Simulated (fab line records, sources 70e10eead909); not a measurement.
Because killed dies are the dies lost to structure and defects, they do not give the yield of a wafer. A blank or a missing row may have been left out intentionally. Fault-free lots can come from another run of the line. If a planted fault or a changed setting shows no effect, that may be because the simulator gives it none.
fab line records ; flow nand_harc
record: lots: 6; wafers: 18; last_day: 24
route steps=1159 shown A_STAIRCASE@616 END@1159
lots with no fault: from the same line, run without faults
start_h: start of the lot's first displayed wafer, in hours after the record's first day ; wait_h: hours elapsed since this lot's preceding step ; " unchanged from the row above ; L1.1+2: a row that stands for several wafers ; - either no value or no given start ; * or withheld: withheld ; < > ~ a bound
route shown NAME@n: a module of which the file shows steps, and the number in the route of the first ; usual: mean and standard deviation over wafers with no fault ; same: alike in all rows ; chamber/n: place in a boat ; sites: readings site by site ; _std_site: the standard deviation of these ; _edge_site: inner sites' mean taken away from outer sites' mean ; radius_mm: for every site, how far away it sits from the centre of the wafer ; mask NAME#n: copy n ; behind: tool/chamber where the wafer was last shaped ; hold: why the lot went on hold/how many hours it stayed there/how the hold came to an end ; device: which transistor (n, p or np) failed to switch ; end of line: at the end of the route, the tests of the same wafers ; a step with no rows: only its recipe ; killed: at the first sort, the dies lost to defects and structure; wafer yield is something else ; map: a wafer's dies, marking killed ones x, the rest . and places with no die _
set.NAME: the setting as run; set.NAME@STEP: as run at that earlier step ; model.NAME: the simulator's own value behind a step, which no gauge read
certain route steps with their lots: each step a table, each wafer a row
services: a tool's chamber out of use, with start hour (start_h, from the record's first day; less than 0 if before it), hours out, and reason
== steps ==
step: NHARC_A_STAIRCASE_TRIM_222
recipe: time_s: 211.2; o2_flow_sccm: 500; ar_flow_sccm: 0; bias_w: 0; chemistry: O2
step: NHARC_A_STAIRCASE_ETCH_223
recipe: target_depth_a: 1000; time_s: 40.5; ion_energy_ev: 400; c4f8_flow_sccm: 20; o2_flow_sccm: 10; ar_flow_sccm: withheld; rf_w: 600; bias_w: 1000; chemistry: C4F8/O2
usual: chamber_pressure_mTorr: 25.003/0.02; oes_product_au: 0.942/0.013; rf_vpp_V: 896/3.9
lot.wafer;tool;chamber;start_h;wait_h;chamber_pressure_mTorr;oes_product_au;rf_hours_counter_h;rf_vpp_V
L306.4;rie_diel-07;1;-;-;24.974;0.960;7;896
L306.1;rie_diel-07;3;-;-;25.026;0.941;7;897
L306.6;rie_diel-07;2;-;-;24.988;0.936;-;892
L312.2;rie_diel-07;1;-;-;25.025;0.972;16;896
L312.4;rie_diel-07;2;-;-;25.005;0.942;16;893
L312.1;rie_diel-07;0;-;-;25.003;0.946;15;898
L322.2;rie_diel-03;2;-;-;24.992;0.950;34;903
L322.6;rie_diel-03;2;-;-;25.000;0.953;-;903
L322.5;rie_diel-03;3;-;-;25.004;0.956;-;894
L321.2;rie_diel-07;0;-;-;24.993;0.951;43;898
L321.3;rie_diel-07;1;-;-;24.990;0.946;44;895
L321.6;rie_diel-07;1;-;-;24.999;0.947;-;895
L326.2;rie_diel-03;0;-;-;25.030;0.940;57;901
L326.4;rie_diel-03;1;-;-;24.994;0.921;57;898
L326.1;rie_diel-03;2;-;-;25.021;0.933;50;903
L328.4;rie_diel-03;2;-;-;25.001;0.934;52;901
L328.6;rie_diel-03;2;-;-;24.997;0.944;-;902
L328.5;rie_diel-03;3;-;-;25.018;0.956;-;894
step: NHARC_A_STAIRCASE_TRIM_224
recipe: time_s: 211.2; o2_flow_sccm: 500; ar_flow_sccm: 0; bias_w: 0; chemistry: O2
step: NHARC_A_STAIRCASE_ETCH_225
recipe: target_depth_a: 1000; time_s: 40.5; ion_energy_ev: 400; c4f8_flow_sccm: 20; o2_flow_sccm: 10; ar_flow_sccm: withheld; rf_w: 600; bias_w: 1000; chemistry: C4F8/O2
usual: chamber_pressure_mTorr: 25.001/0.023; oes_product_au: 0.943/0.013; rf_vpp_V: 896/3.7
lot.wafer;tool;chamber;start_h;wait_h;chamber_pressure_mTorr;oes_product_au;rf_hours_counter_h;rf_vpp_V
L306.4;rie_diel-07;3;-;-;25.011;0.932;7;895
L306.1;rie_diel-07;0;-;-;24.998;0.949;7;900
L306.6;rie_diel-07;2;-;-;24.995;0.950;-;893
L312.1;rie_diel-07;3;-;-;25.032;0.940;15;896
L312.2;rie_diel-07;0;-;-;25.001;0.961;15;899
L312.4;rie_diel-07;2;-;-;25.009;0.944;16;893
L322.2;rie_diel-03;2;-;-;25.025;0.958;34;902
L322.5;rie_diel-03;3;-;-;25.021;0.966;-;894
L322.6;rie_diel-03;0;-;-;25.016;0.960;-;902
L321.3;rie_diel-07;0;-;-;24.993;0.968;43;897
L321.2;rie_diel-07;1;-;-;24.980;0.973;44;894
L321.6;rie_diel-07;2;-;-;25.009;0.942;-;892
L326.2;rie_diel-03;0;-;-;24.954;0.947;57;900
L326.1;rie_diel-03;1;-;-;25.014;0.924;57;898
L326.4;rie_diel-03;3;-;-;25.030;0.948;65;895
L328.4;rie_diel-03;1;-;-;25.007;0.927;58;899
L328.5;rie_diel-03;2;-;-;25.025;0.942;-;903
L328.6;rie_diel-03;3;-;-;25.003;0.957;-;894
step: NHARC_A_STAIRCASE_TRIM_226
recipe: time_s: 211.2; o2_flow_sccm: 500; ar_flow_sccm: 0; bias_w: 0; chemistry: O2
usual: chamber_pressure_mTorr: 60.00/0.059; drypump_motor_current_A: 5.8/0.62; oes_product_au: 1.001/0.013; rf_vpp_V: 57.9/0.89; showerhead_plenum_p_Torr: 3.54/0.097; throttle_valve_pct: 17.036/0.0088
lot.wafer;tool;chamber;start_h;wait_h;chamber_pressure_mTorr;drypump_motor_current_A;oes_product_au;rf_hours_counter_h;rf_vpp_V;showerhead_plenum_p_Torr;throttle_valve_pct
L306.4;rie_diel-07;0;-;-;60.11;5.3;1.007;7;58.2;3.62;17.039
L306.1;rie_diel-07;2;-;-;59.94;6.2;1.000;7;58.0;3.46;17.043
L306.6;rie_diel-07;3;-;-;60.00;5.1;0.989;-;58.4;3.55;17.040
L312.1;rie_diel-07;0;-;-;60.06;5.4;1.000;15;57.9;3.61;17.050
L312.4;rie_diel-07;1;-;-;60.06;6.7;1.002;16;56.8;3.51;17.034
L312.2;rie_diel-07;3;-;-;60.10;5.1;0.982;15;57.4;3.55;17.039
L322.2;rie_diel-03;2;-;-;59.91;5.7;0.994;34;57.1;3.70;17.043
L322.5;rie_diel-03;2;-;-;59.99;5.6;1.000;-;58.4;3.70;17.034
L322.6;rie_diel-03;3;-;-;59.96;6.8;1.007;-;56.4;3.48;17.037
L321.2;rie_diel-07;3;-;-;60.09;5.1;0.984;41;57.9;3.53;17.023
L321.3;rie_diel-07;0;-;-;59.97;5.4;1.021;43;57.5;3.60;17.038
L321.6;rie_diel-07;2;-;-;60.05;6.2;0.995;-;58.1;3.44;17.048
L326.1;rie_diel-03;0;-;-;60.10;5.6;1.011;57;58.1;3.65;17.035
L326.2;rie_diel-03;1;-;-;59.98;4.9;0.993;57;56.8;3.61;17.038
L326.4;rie_diel-03;3;-;-;59.99;6.8;1.013;65;57.7;3.47;17.040
L328.4;rie_diel-03;1;-;-;59.96;4.9;0.992;58;58.5;3.61;17.037
L328.6;rie_diel-03;0;-;-;59.95;5.6;1.008;-;59.3;3.65;17.019
L328.5;rie_diel-03;1;-;-;60.04;4.9;0.993;-;59.3;3.61;17.031
step: NHARC_A_STAIRCASE_ETCH_227
recipe: target_depth_a: 1000; time_s: 40.5; ion_energy_ev: 400; c4f8_flow_sccm: 20; o2_flow_sccm: 10; ar_flow_sccm: withheld; rf_w: 600; bias_w: 1000; chemistry: C4F8/O2
step: NHARC_A_STAIRCASE_TRIM_229
recipe: time_s: 211.2; o2_flow_sccm: 500; ar_flow_sccm: 0; bias_w: 0; chemistry: O2
usual: chamber_pressure_mTorr: 59.99/0.051; drypump_motor_current_A: 5.8/0.6; oes_product_au: 1.003/0.013; rf_vpp_V: 57.8/0.81; showerhead_plenum_p_Torr: 3.52/0.091; throttle_valve_pct: 17.036/0.0096
lot.wafer;tool;chamber;start_h;wait_h;chamber_pressure_mTorr;drypump_motor_current_A;oes_product_au;rf_hours_counter_h;rf_vpp_V;showerhead_plenum_p_Torr;throttle_valve_pct
L306.4;rie_diel-07;0;252.11;0.1;59.94;5.4;1.008;7;58.3;3.62;17.044
L306.1;rie_diel-07;3;252.11;0.1;59.99;5.1;0.988;7;57.6;3.55;17.033
L306.6;rie_diel-07;1;252.11;0.1;60.05;6.7;1.009;-;57.6;3.51;17.044
L312.4;rie_diel-07;1;278.00;0.1;59.98;6.7;1.014;16;57.7;3.51;17.035
L312.2;rie_diel-07;3;278.00;0.1;60.06;5.1;0.993;15;58.6;3.55;17.045
L312.1;rie_diel-07;0;278.00;0.1;60.04;5.3;1.015;15;57.4;3.61;17.015
L322.2;rie_diel-07;1;346.62;0.1;60.01;6.7;1.010;42;57.3;3.50;17.038
L322.5;rie_diel-07;3;346.62;0.1;60.03;5.1;0.982;-;58.2;3.53;17.022
L322.6;rie_diel-07;0;346.62;0.1;60.04;5.3;1.017;-;57.9;3.60;17.043
L321.3;rie_diel-07;2;352.78;0.1;59.97;6.2;0.999;43;57.2;3.44;17.044
L321.2;rie_diel-07;3;352.78;0.1;59.97;5.1;0.993;41;58.4;3.53;17.045
L321.6;rie_diel-07;0;352.78;0.1;59.93;5.3;1.017;-;59.0;3.60;17.052
L326.4;rie_diel-03;3;383.58;0.1;59.95;6.8;1.008;65;58.2;3.47;17.047
L326.1;rie_diel-03;0;383.58;0.1;59.96;5.6;1.018;58;57.2;3.65;17.035
L326.2;rie_diel-03;1;383.58;0.1;59.99;4.9;0.989;57;56.8;3.61;17.038
L328.4;rie_diel-03;3;386.56;0.1;60.06;6.7;1.025;67;56.8;3.47;17.057
L328.6;rie_diel-03;3;386.56;0.1;59.98;6.8;1.012;-;57.3;3.47;17.047
L328.5;rie_diel-03;0;386.56;0.1;59.98;5.6;1.023;-;57.5;3.65;17.036
step: NHARC_A_STAIRCASE_ETCH_230
recipe: target_depth_a: 1000; time_s: 40.5; ion_energy_ev: 400; c4f8_flow_sccm: 20; o2_flow_sccm: 10; ar_flow_sccm: withheld; rf_w: 600; bias_w: 1000; chemistry: C4F8/O2
usual: chamber_pressure_mTorr: 25.001/0.023; oes_product_au: 0.947/0.017; rf_vpp_V: 896/3.5
lot.wafer;tool;chamber;start_h;wait_h;chamber_pressure_mTorr;oes_product_au;rf_hours_counter_h;rf_vpp_V
L306.1;rie_diel-07;2;-;-;24.970;0.951;7;893
L306.4;rie_diel-07;3;-;-;25.059;0.934;7;897
L306.6;rie_diel-07;2;-;-;25.026;0.962;-;895
L312.1;rie_diel-07;0;-;-;25.003;0.961;15;900
L312.4;rie_diel-07;1;-;-;24.971;0.955;16;895
L312.2;rie_diel-07;3;-;-;24.996;0.950;15;898
L322.2;rie_diel-07;1;-;-;25.010;0.979;42;896
L322.5;rie_diel-07;2;-;-;24.973;0.969;-;893
L322.6;rie_diel-07;3;-;-;25.007;0.940;-;897
L321.2;rie_diel-07;2;-;-;24.975;0.943;43;894
L321.3;rie_diel-07;0;-;-;25.002;0.934;44;899
L321.6;rie_diel-07;3;-;-;24.978;0.933;-;896
L326.1;rie_diel-03;2;-;-;24.997;0.934;51;902
L326.2;rie_diel-03;3;-;-;25.003;0.951;65;893
L326.4;rie_diel-03;0;-;-;25.020;0.966;58;901
L328.4;rie_diel-03;0;-;-;25.017;0.950;59;901
L328.5;rie_diel-03;1;-;-;24.994;0.955;-;898
L328.6;rie_diel-03;2;-;-;24.968;0.944;-;902
step: NHARC_A_STAIRCASE_TRIM_231
recipe: time_s: 211.2; o2_flow_sccm: 500; ar_flow_sccm: 0; bias_w: 0; chemistry: O2
step: NHARC_A_STAIRCASE_ETCH_232
recipe: target_depth_a: 1000; time_s: 40.5; ion_energy_ev: 400; c4f8_flow_sccm: 20; o2_flow_sccm: 10; ar_flow_sccm: withheld; rf_w: 600; bias_w: 1000; chemistry: C4F8/O2
step: NHARC_A_STAIRCASE_TRIM_233
recipe: time_s: 211.2; o2_flow_sccm: 500; ar_flow_sccm: 0; bias_w: 0; chemistry: O2
step: NHARC_A_STAIRCASE_ETCH_234
recipe: target_depth_a: 1000; time_s: 40.5; ion_energy_ev: 400; c4f8_flow_sccm: 20; o2_flow_sccm: 10; ar_flow_sccm: withheld; rf_w: 600; bias_w: 1000; chemistry: C4F8/O2
usual: chamber_pressure_mTorr: 25.000/0.021; oes_product_au: 0.946/0.013; rf_vpp_V: 896/3.4
lot.wafer;tool;chamber;start_h;wait_h;chamber_pressure_mTorr;oes_product_au;rf_hours_counter_h;rf_vpp_V
L306.1;rie_diel-07;3;252.77;-;25.009;0.942;7;898
L306.4;rie_diel-07;2;252.77;-;24.994;0.950;7;894
L306.6;rie_diel-07;3;252.77;-;24.993;0.947;-;896
L312.2;rie_diel-07;0;278.67;-;24.988;0.942;16;899
L312.1;rie_diel-07;1;278.67;-;25.025;0.952;17;897
L312.4;rie_diel-07;3;278.67;-;25.012;0.920;15;897
L322.2;rie_diel-07;2;347.43;-;24.982;0.936;40;894
L322.5;rie_diel-07;2;347.43;-;24.965;0.939;-;894
L322.6;rie_diel-07;3;347.43;-;25.000;1.055;-;896
L321.3;rie_diel-07;2;353.40;-;25.024;1.089;43;893
L321.2;rie_diel-07;0;353.40;-;24.970;0.961;44;898
L321.6;rie_diel-07;2;353.40;-;24.986;1.083;-;895
L326.2;rie_diel-03;2;384.40;-;24.996;0.941;51;902
L326.4;rie_diel-03;3;384.40;-;25.012;0.967;66;895
L326.1;rie_diel-03;0;384.40;-;24.986;0.952;58;900
L328.4;rie_diel-03;0;387.36;-;25.011;0.953;59;899
L328.6;rie_diel-03;0;387.36;-;25.009;0.960;-;900
L328.5;rie_diel-03;1;387.36;-;24.982;0.936;-;900
step: NHARC_A_STAIRCASE_TRIM_235
recipe: time_s: 211.2; o2_flow_sccm: 500; ar_flow_sccm: 0; bias_w: 0; chemistry: O2
step: NHARC_END_SORT_01
recipe: temp_c: 25
usual: killed_at_array: 26/10; killed_at_other: 0.5/0.87; killed_at_periphery: 3.0/2.5; killed_dies: 29/11; killed_open: 3.3/1.9; killed_short: 1.8/1.5
same: gross_dies: 677
lot.wafer;tool;chamber;start_h;wait_h;hold;killed_at_array;killed_at_other;killed_at_periphery;killed_dies;killed_open;killed_short
L306.1;prober-01;0;460.34;2.5;-;31;0;4;35;4;1
L306.4;prober-01;0;462.74;3.4;-;26;0;1;27;3;1
L306.6;prober-01;0;464.33;4.0;-;36;0;6;42;7;2
L312.1;prober-01;0;482.02;2.5;-;24;2;2;28;4;1
L312.2;prober-01;0;482.82;2.8;-;27;0;3;30;1;3
L312.4;prober-01;0;484.43;3.4;-;29;0;1;30;2;4
L321.2;prober-01;0;550.91;2.8;await_dispo/1.8h/release;33;0;0;33;2;0
L321.3;prober-01;0;551.71;3.1;await_dispo/1.8h/release;278;1;4;283;3;1
L321.6;prober-01;0;554.11;4.0;await_dispo/1.8h/release;283;0;0;283;4;4
L322.2;prober-01;0;558.72;2.8;await_dispo/1.6h/release;38;1;5;44;5;4
L322.5;prober-01;0;561.09;3.7;await_dispo/1.6h/release;34;0;3;37;3;1
L322.6;prober-01;0;561.89;4.0;await_dispo/1.6h/release;364;1;3;368;6;2
killed by level:class
L306.1 A_CHANNEL_HOLE_D1:chamber_film_flake=13 A_SLIT:chamber_film_flake=11 A_CONTACT:chamber_film_flake=2 P_GATE:geometric_particle:open=1 P_CONTACT:geometric_particle:open=1 P_M2:geometric_particle:open=1 A_CHANNEL_HOLE_D1:geometric_particle:short=1 A_CONTACT:geometric_particle:open=1
L306.4 A_CHANNEL_HOLE_D1:chamber_film_flake=13 A_SLIT:chamber_film_flake=6 A_CONTACT:geometric_particle:open=2 A_WL_FILL:chamber_film_flake=1 A_WL_FILL:geometric_particle:short=1 A_BLC:geometric_particle:open=1 P_ZERO_WELL:chamber_film_flake=1 A_ZERO_WELL:chamber_film_flake=1
L306.6 A_CHANNEL_HOLE_D1:chamber_film_flake=17 A_SLIT:chamber_film_flake=9 A_ZERO_WELL:chamber_film_flake=4 P_GATE:geometric_particle:open=2 A_CONTACT:chamber_film_flake=2 P_STI:geometric_particle:open=1 P_CONTACT:geometric_particle:open=1 P_M0:geometric_particle:open=1
L312.1 A_CHANNEL_HOLE_D1:chamber_film_flake=17 A_M1:chamber_film_flake=2 P_M0:geometric_particle:open=1 A_ONON_D1:geometric_particle:open=1 A_CHANNEL_HOLE_D1:geometric_particle:open=1 A_CHANNEL_FILL_D1:geometric_particle:open=1 STARTING-WAFER:geometric_particle:short=1 P_GATE:chamber_film_flake=1
L312.2 A_CHANNEL_HOLE_D1:chamber_film_flake=20 A_CONTACT:chamber_film_flake=2 P_M0:chamber_film_flake=2 P_M0:geometric_particle:short=1 A_SOURCE_PLATE:geometric_particle:short=1 A_SOURCE_PLATE:geometric_particle:open=1 A_ONON_D1:geometric_particle:short=1 A_CHANNEL_FILL_D1:chamber_film_flake=1
L312.4 A_CHANNEL_HOLE_D1:chamber_film_flake=18 A_WL_FILL:geometric_particle:short=2 A_CONTACT:geometric_particle:open=2 A_SLIT:chamber_film_flake=2 A_ONON_D1:geometric_particle:short=1 A_CONTACT:geometric_particle:short=1 P_M0:chamber_film_flake=1 A_CHANNEL_FILL_D1:chamber_film_flake=1
L321.2 A_CHANNEL_HOLE_D1:chamber_film_flake=27 A_STAIRCASE:chamber_film_flake=3 A_CHANNEL_FILL_D1:geometric_particle:open=1 A_M0:geometric_particle:open=1 A_WL_FILL:chamber_film_flake=1
L321.3 A_STAIRCASE:area_etch=261 A_CHANNEL_HOLE_D1:chamber_film_flake=11 P_GATE:chamber_film_flake=2 A_STAIRCASE:chamber_film_flake=2 P_GATE:geometric_particle:open=1 P_CONTACT:geometric_particle:open=1 A_WL_FILL:geometric_particle:short=1 A_WL_FILL:geometric_particle:open=1
L321.6 A_STAIRCASE:area_etch=244 A_CHANNEL_HOLE_D1:chamber_film_flake=24 A_STAIRCASE:chamber_film_flake=5 A_CONTACT:geometric_particle:short=2 A_CONTACT:geometric_particle:open=2 A_CHANNEL_FILL_D1:geometric_particle:open=1 A_SGD_CUT:geometric_particle:open=1 A_WL_FILL:geometric_particle:short=1
L322.2 A_CHANNEL_HOLE_D1:chamber_film_flake=21 A_CONTACT:chamber_film_flake=5 A_STAIRCASE:chamber_film_flake=4 A_WL_FILL:geometric_particle:short=2 P_STI:chamber_film_flake=2 P_CONTACT:geometric_particle:open=1 P_M0:geometric_particle:open=1 A_CHANNEL_FILL_D1:geometric_particle:short=1
L322.5 A_CHANNEL_HOLE_D1:chamber_film_flake=21 A_STAIRCASE:chamber_film_flake=5 A_CONTACT:chamber_film_flake=5 P_STI:chamber_film_flake=2 P_GATE:geometric_particle:open=1 A_SOURCE_PLATE:geometric_particle:short=1 A_CHANNEL_FILL_D1:geometric_particle:open=1 A_M0:geometric_particle:open=1
L322.6 A_STAIRCASE:area_etch=338 A_CHANNEL_HOLE_D1:chamber_film_flake=16 A_CONTACT:chamber_film_flake=4 P_GATE:geometric_particle:open=1 P_M0:geometric_particle:short=1 A_SOURCE_PLATE:geometric_particle:open=1 A_STAIRCASE:chamber_film_flake=1 A_WL_FILL:geometric_particle:open=1
map L321.3 (x killed, . not)
____________.____________
_________xx....._________
_______xx.x..xxx.._______
______xxx.xxx.x.x..______
_____.xx...x.x.x.x.._____
____..xxxxxxx..xxxxxx____
____..x.x..xxxx.x.x.x____
___..x.xxxxx.xx.xx....___
___.....xx.xx.x....xx.___
__...xxx..xxxxxxxx..xxx__
__.xxxxx.xx.xx.x.xxx..x__
_x...x.xxx.x.xx.x.x....x_
_...xx.xx.x..xxx.xxxxx.._
_.....x.xxxxxxxx.xx.xx.x_
_.x...xxxxx.x.xxxxxx.x.x_
_.....x.xxx.xx.xxxxxx..x_
....x......x..xxxx....xx.
......xx...xxxxxxxxxx.x.x
....x....x.x.xxx..xx.xx..
....xx.xx.xxxx..xxxxxx...
......x.xx.xxx.xxxx..x...
_...x.xxxxxxxxxxx..x..xx_
_......x.x.xxxxxx.xx.x.._
_........xxxx.xxx......._
_.......xx.xxxx.x.xx...._
_..........xxxxx..xx..x._
__..x.x...x..xxx....x..__
__......xx..x.xx.......__
___........x..x....xxx___
___........x..xx......___
____.................____
____.................____
_____.........x....._____
______.............______
_______..........._______
_________......._________
____________.____________
map L322.6 (x killed, . not)
____________.____________
_________....x.._________
_______..........._______
______...........x.______
_____..x..xx..x....._____
____...x...x..xxx....____
____..x.....xx.xx.x..____
___.....xx..x.x..x....___
___..x...xxxxxxxx.x...___
__.x..x.xxxx.xx.xx.xx..__
__....xxx.xx..xxx...x..__
_....xxxxxxxxxx.xxxxx..._
_.....x.xxxxxxxxxxxxxx.._
_.....xxxxxxxxxxxxxx...._
_....x.xxxxxxxxxxxxxx..._
_...xx.xxxxxxxxxxxxxx..._
....xxxxxxxxxxxxxxxxxxx..
...xxxxxxxxxxxxxxxxxxx...
....x.xxxxxxxxxxxxxxxx...
....xxx.xxxxxxxxxxxx..x..
....xx.xxxxx.xxxxxxxxx.x.
_.xxxxxxxxxxxxxxxxxxxx.._
_....xxxxxxxxxxxxxxxx..._
_.....xxxxxxxxxxxxxxx.x._
_......xxxxxxxxxxxx.xx.._
_......xxxxxxxxxxxx....._
__..x.xx..xxxxxxxxxx...__
__...x.xxxxxxxxxxxx...x__
___...x.xxxxx.xxxxx...___
___....xxxxxx.xxxxx...___
____..x.xx.xxxxx.xx..____
____...x...xx.x......____
_____..xx..xx.x....._____
______...x....x....______
_______.x.xx......_______
_________..x...._________
____________.____________
== services ==
tool;chamber;start_h;hours;kind
rie_diel-07;-;228.35;9.0;pm
rie_diel-07;0;228.35;9.0;vent_cycle
rie_diel-07;1;228.35;9.0;vent_cycle
rie_diel-07;2;228.35;9.0;vent_cycle
rie_diel-07;3;228.35;9.0;vent_cycle
rie_diel-07;0;237.35;-;clean
rie_diel-07;1;237.35;-;clean
rie_diel-07;2;237.35;-;clean
rie_diel-07;3;237.35;-;clean
rie_diel-07;0;261.85;-;clean
rie_diel-07;1;261.85;-;clean
rie_diel-07;2;261.85;-;clean
rie_diel-07;3;261.85;-;clean
rie_diel-03;0;269.25;10.1;repair
rie_diel-03;-;281.47;2.5;repair
rie_diel-07;0;286.35;-;clean
rie_diel-07;1;286.35;-;clean
rie_diel-07;2;286.35;-;clean
rie_diel-07;3;286.35;-;clean
rie_diel-03;2;288.86;36.9;repair
rie_diel-03;1;298.74;9.8;repair
rie_diel-03;0;305.88;5.3;repair
rie_diel-07;0;312.20;-;clean
rie_diel-03;1;350.16;4.0;repair
== key ==
first_sign: step: NHARC_A_STAIRCASE_ETCH_234; reading: oes_product_au; direction: up; sigmas: 9.7; usual: 0.946; struck: 1.076
effect: step: NHARC_END_SORT_01; reading: killed_at_array; direction: up; sigmas: 28; usual: 26; struck: 308
more_kills_born_at: NHARC_A_STAIRCASE_ETCH_234@rie_diel-07: 843
met_at NHARC_A_STAIRCASE_ETCH_234
struck_wafers L321.3,L321.6,L322.6
tester_left_out L321,L322
onset_between 278.67 347.43
fault: kind: process_parameter_drift; tool: rie_diel-07; chamber: -; onset_h: 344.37; steps: NHARC_A_STAIRCASE_ETCH_234; channel: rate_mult; offset: 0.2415; shape: step; end_h: 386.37; scope: struck_wafers_only
tester_left_out: of these lots the tester's yield and bins aren't shown, on N5 and GAA mostly nor the transistor test; their killed dies are dies lost to structure and defects alone, not to doping, threshold or leakage, so they don't give the yield
